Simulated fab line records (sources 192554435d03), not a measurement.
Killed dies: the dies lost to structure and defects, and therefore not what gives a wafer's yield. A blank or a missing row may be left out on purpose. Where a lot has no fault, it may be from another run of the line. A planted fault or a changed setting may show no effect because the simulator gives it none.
The tool behind it: which one? :: flow n5 finfet :: route of 1938 steps, sampled at 1 step: 11 lots, 32 wafers

== WHAT THE GAUGES SHOWED, per wafer ==
N5_BEOL_M12_INSPECT_12: inspects for defects (macro).
lot: L733
measured: day 10 02:08
on: defect inspect-02
raw defect count: 1 4 1

lot: L736
measured: day 11 05:01
on: defect inspect-02
raw defect count: 3 4 1

lot: L737
measured: day 11 09:50
on: defect inspect-02
raw defect count: 5 1 1

lot: L738
measured: day 11 18:26
on: defect inspect-02
raw defect count: 1 0 1

lot: L739
measured: day 11 23:30
on: defect inspect-02
raw defect count: 3 5 0

lot: L742
measured: day 12 08:12
on: defect inspect-02
raw defect count: 0 0 4

lot: L743
measured: day 12 20:10
on: defect inspect-02
raw defect count: 5 1

lot: L750
measured: day 14 16:58
on: defect inspect-01
raw defect count: 2 0 3

lot: L752
measured: day 15 08:23
on: defect inspect-02
raw defect count: 1 2 1

lot: L753
measured: day 15 15:43
on: defect inspect-01
raw defect count: 3 2 4

lot: L756
measured: day 16 08:52
on: defect inspect-02
raw defect count: 2 1 1

== EACH LOT AND THE TOOL THAT RAN IT (in order: tool; ch and the chambers of the sampled wafers; start) ==
Record: no process step prior to these readings.

== WHAT THE TOOLS THEMSELVES READ (means of the sampled wafers that have a number; where no wafer has one, the mark that the record gives instead) ==
The record holds no such reading with a usual standard deviation.

== THE ANSWER, worked out from the rows above alone ==
Rule: what is usual is taken from the lots themselves. The widest of any qualifying gaps counts: lots, ordered by their means at a reading, are off when they make up no more than a third of the lots, leave a main group of 4 or more, and stand apart from it by 3 or more times the standard deviation of that group's means. The tables above print the reading to a certain number of digits; a main group whose means all agree to those digits is not used. A lot without any number at a reading at which 4 lots or more have one is off too. Any other lot the step has rows for is counted as sound. First the gauges in route order, then the tools' own readings, where a lot's mean is used as printed above. The first step at which some lot is off is used, and at that step the reading that is off furthest; a lot without a number counts as furthest.
Across all readings shown, no lot is off: no conclusion can be drawn from this.

== WHAT WAS PUT IN BY THE SIMULATOR ==
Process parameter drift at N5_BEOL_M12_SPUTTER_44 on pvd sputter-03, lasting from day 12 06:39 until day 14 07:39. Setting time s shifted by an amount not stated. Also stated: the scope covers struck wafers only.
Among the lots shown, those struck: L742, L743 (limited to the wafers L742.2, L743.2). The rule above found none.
